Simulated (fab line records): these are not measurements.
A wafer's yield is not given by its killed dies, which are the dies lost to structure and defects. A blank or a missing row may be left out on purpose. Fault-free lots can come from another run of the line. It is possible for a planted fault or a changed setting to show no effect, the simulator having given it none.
Which tool did it?	flow nand_harc	37 wafers from 13 lots sampled at 5 of the route's 1302 steps

## WHAT EACH GAUGE READ, for each wafer
NHARC_A_BLC_OVL_MEAS_11. Usual: overlay_x_nm 0.1 nm, standard deviation 0.82; overlay_y_nm -0.3 nm, standard deviation 0.81.
lot	measured	on	overlay_x_nm (nm)	overlay_y_nm (nm)	flag
L661	day 23 02:13	overlay-02	1.4 1.2 0.8	-0.7 -1.4 -1.5	
L662	day 23 17:58	overlay-02	1.2 0.9 0.7	-0.4 -0.4 0.1	
L664	day 23 19:55	overlay-01	0.7 0.7 0.8	-0.8 -1.8 -1.2	
L667	day 25 06:48	overlay-01	-0.2 0.0	-1.2 -0.9	
L669	day 26 01:45	overlay-02	0.8 0.7	-0.2 0.0	
L673	day 28 07:49	overlay-02	0.3 -0.1 0.2	-0.8 -0.6 -0.8	
L674	day 28 08:24	overlay-02	0.2 0.3 0.7	-0.1 -0.1 -0.3	
L679	day 30 01:13	overlay-01	-1.1 -1.0 -1.0	-0.2 -0.5 -0.7	
L678	day 30 03:34	overlay-02	-0.5 -0.7 -0.3	0.4 0.3 0.0	
L677	day 30 12:17	overlay-01	0.5 0.1 0.1	0.2 0.7 0.5	
L680	day 31 07:31	overlay-01	-1.6 -1.6 -1.5	0.3 0.2 0.1	
L681	day 31 09:21	overlay-02	0.6 0.2 0.7	-0.8 -1.2 -0.8	
L683	day 31 21:10	overlay-01	-0.3 -0.4 -1.0	-1.3 -1.4 -1.1	

NHARC_END_SORT_01. Usual: killed_at_array 54, standard deviation 16; killed_at_other 0.6, standard deviation 0.86; killed_at_periphery 3.8, standard deviation 2.6; killed_dies 58, standard deviation 16; killed_open 3.3, standard deviation 1.8; killed_short 2.7, standard deviation 1.7.
lot	measured	on	killed_at_array	killed_at_other	killed_at_periphery	killed_dies	killed_open	killed_short	flag
L667	day 27 05:14	prober-02	673 675	0 1	4 1	677 677	7 1	5 1	OFF
L669	day 28 03:55	prober-01	673 672	2 0	2 5	677 677	4 3	2 5	OFF

## WHAT TOOL EACH LOT RAN ON (gives the tool, then ch and the chambers of the sampled wafers, and finally the start)
lot	NHARC_A_BLC_ETCH_17	NHARC_A_BLC_PVD_32	NHARC_A_BLC_ALD_23
L661	rie_diel-11 ch 0,1,3, day 23 04:12 or earlier	pvd_sputter-03, day 23 04:12 or earlier	ald_metal-03 ch 1,2,3, day 23 04:12
L662	rie_diel-11 ch 0,1,3, day 23 19:56 or earlier	pvd_sputter-02, day 23 19:56 or earlier	ald_metal-01 ch 2,3, day 23 19:56
L664	rie_diel-11 ch 0,1,2, day 23 21:58 or earlier	pvd_sputter-03, day 23 21:58 or earlier	ald_metal-02 ch 0,2,3, day 23 21:58
L667	rie_diel-02 ch 0,2, day 25 08:44 or earlier	pvd_sputter-02, day 25 08:44 or earlier	ald_metal-01 ch 2,3, day 25 08:44
L669	rie_diel-11 ch 1,2, day 26 03:40 or earlier	pvd_sputter-02, day 26 03:40 or earlier	ald_metal-01 ch 0,2, day 26 03:40
L673	rie_diel-11 ch 0,2,3, day 28 09:44 or earlier	pvd_sputter-01, day 28 09:44 or earlier	ald_metal-02 ch 0,2, day 28 09:44
L674	rie_diel-10 ch 0,1,2, day 28 10:19 or earlier	pvd_sputter-03, day 28 10:19 or earlier	ald_metal-01 ch 1,2, day 28 10:19
L679	rie_diel-11 ch 0,1,3, day 30 03:08 or earlier	pvd_sputter-02, day 30 03:08 or earlier	ald_metal-03 ch 1,2,3, day 30 03:08
L678	rie_diel-11 ch 0,2, day 30 05:42 or earlier	pvd_sputter-03, day 30 05:42 or earlier	ald_metal-02 ch 0,1,3, day 30 05:42
L677	rie_diel-11 ch 0,2,3, day 30 14:11 or earlier	pvd_sputter-02, day 30 14:11 or earlier	ald_metal-02 ch 0,1,2, day 30 14:11
L680	rie_diel-11 ch 0,1,3, day 31 09:26 or earlier	pvd_sputter-01, day 31 09:26 or earlier	ald_metal-01 ch 2,3, day 31 09:26
L681	rie_diel-11 ch 0,1,3, day 31 11:17 or earlier	pvd_sputter-01, day 31 11:17 or earlier	ald_metal-02 ch 0,1,3, day 31 11:17
L683	rie_diel-11 ch 1,2, day 31 23:04 or earlier	pvd_sputter-01, day 31 23:04 or earlier	ald_metal-02 ch 1,2, day 31 23:04
- NHARC_A_BLC_ETCH_17: etches the open film in N2/H2, target depth 390 nm, time 609.38 s.
- NHARC_A_BLC_PVD_32: deposits Ti, target thk 5 nm, time 17.7 s.
- NHARC_A_BLC_ALD_23: deposits TiN, target thk 3 nm, pulse time 1 s, ald cycles 150.

## WHAT THE TOOLS THEMSELVES READ (means of the sampled wafers that have a number; where no wafer has one, the mark that the record gives instead)
NHARC_A_BLC_ETCH_17. Usual: drypump_motor_current_A 5.8 A, standard deviation 0.66; oes_product_au 1.003 a.u., standard deviation 0.0068; rf_fwd_power_W 399.6 W, standard deviation 1.2; rf_vpp_V 431.1 V, standard deviation 2.3; showerhead_plenum_p_Torr 2.06 Torr, standard deviation 0.08; throttle_valve_pct 14.172 %, standard deviation 0.0086.
lot	tool	drypump_motor_current_A (A)	oes_product_au (a.u.)	rf_fwd_power_W (W)	rf_vpp_V (V)	showerhead_plenum_p_Torr (Torr)	throttle_valve_pct (%)	flag
L661	rie_diel-11	5.5	1.012	400.1	430.3	2.03	14.172	
L662	rie_diel-11	5.5	1.005	399.4	429.5	2.03	14.177	
L664	rie_diel-11	5.6	0.995	399.7	430.8	2.09	14.177	
L667	rie_diel-02	5.5	1.000	400.5	429.4	2.00	14.174	
L669	rie_diel-11	5.7	0.998	399.2	431.1	2.06	14.170	
L673	rie_diel-11	6.0	1.004	399.2	430.8	2.06	14.171	
L674	rie_diel-10	6.0	1.003	397.9	431.7	2.09	14.172	
L679	rie_diel-11	5.5	1.000	399.5	431.0	2.03	14.176	
L678	rie_diel-11	5.7	1.009	399.3	433.0	2.13	14.162	
L677	rie_diel-11	6.1	1.001	400.2	431.5	2.06	14.167	
L680	rie_diel-11	5.5	1.007	399.5	430.2	2.03	14.169	
L681	rie_diel-11	5.5	1.002	397.8	430.8	2.03	14.169	
L683	rie_diel-11	6.0	1.008	399.5	431.0	2.07	14.178	

NHARC_A_BLC_PVD_32. Usual: chamber_pressure_pa 5.000 Pa, standard deviation 0.01; substrate_temp_c 200.00 C, standard deviation 0.17; throttle_valve_pct 30.3 %, standard deviation 0.77.
lot	tool	chamber_pressure_pa (Pa)	substrate_temp_c (C)	throttle_valve_pct (%)	flag
L661	pvd_sputter-03	5.008	199.83	29.5	
L662	pvd_sputter-02	4.993	199.93	30.6	
L664	pvd_sputter-03	5.001	199.99	30.1	
L667	pvd_sputter-02	4.995	199.98	30.5	
L669	pvd_sputter-02	4.992	199.92	30.2	
L673	pvd_sputter-01	5.002	200.02	30.6	
L674	pvd_sputter-03	4.998	200.08	30.3	
L679	pvd_sputter-02	5.004	199.92	31.4	
L678	pvd_sputter-03	4.997	200.00	29.9	
L677	pvd_sputter-02	4.992	200.14	30.7	
L680	pvd_sputter-01	4.994	199.88	30.7	
L681	pvd_sputter-01	5.011	199.97	30.6	
L683	pvd_sputter-01	4.994	199.95	30.7	

NHARC_A_BLC_ALD_23. Usual: heater_power_w 1019 W, standard deviation 89; precursor_pulse_height_rel 1.000, standard deviation 0.02.
lot	tool	heater_power_w (W)	precursor_pulse_height_rel	flag
L661	ald_metal-03	970	0.992	
L662	ald_metal-01	941	1.017	
L664	ald_metal-02	1032	1.004	
L667	ald_metal-01	960	0.988	
L669	ald_metal-01	1064	0.988	
L673	ald_metal-02	1061	1.003	
L674	ald_metal-01	998	0.996	
L679	ald_metal-03	983	0.993	
L678	ald_metal-02	1057	0.992	
L677	ald_metal-02	1079	1.010	
L680	ald_metal-01	949	0.996	
L681	ald_metal-02	1054	0.993	
L683	ald_metal-02	1121	0.994	

## THE ANSWER, worked out from the rows above alone
Rule: a lot counts as off when the mean over its wafers that have a number is more than 3 standard deviations away from the usual mean. Also off: a lot with no number at a reading for which 4 or more lots have one. The other lots that the step has rows for count as sound. After the gauges, taken in route order, come the tools' own readings; for these a lot's mean is taken, as printed above. The first step at which some lot is off is used, and at that step the reading that is off furthest; a lot without a number counts as furthest.
Off: L667, L669 (NHARC_END_SORT_01, killed_at_array). Neither off nor sound, because the step has no rows for them: L661, L662, L664, L673, L674, L679, L678, L677, L680, L681, L683.
If a tool, at a process step before that reading, ran all the lots that are off and no sound lot after the first of them, it fits. Those tools and the gauges at NHARC_END_SORT_01 are tried in the same way. NHARC_A_BLC_ETCH_17: start missing for some lots; hours and lot order therefore follow NHARC_A_BLC_ALD_23. NHARC_A_BLC_PVD_32: start missing for some lots; hours and lot order therefore follow NHARC_A_BLC_ALD_23. Can't be told from this: 2 tools fit, pvd_sputter-02 at NHARC_A_BLC_PVD_32, ald_metal-01 at NHARC_A_BLC_ALD_23.

## WHAT WAS PUT IN BY THE SIMULATOR
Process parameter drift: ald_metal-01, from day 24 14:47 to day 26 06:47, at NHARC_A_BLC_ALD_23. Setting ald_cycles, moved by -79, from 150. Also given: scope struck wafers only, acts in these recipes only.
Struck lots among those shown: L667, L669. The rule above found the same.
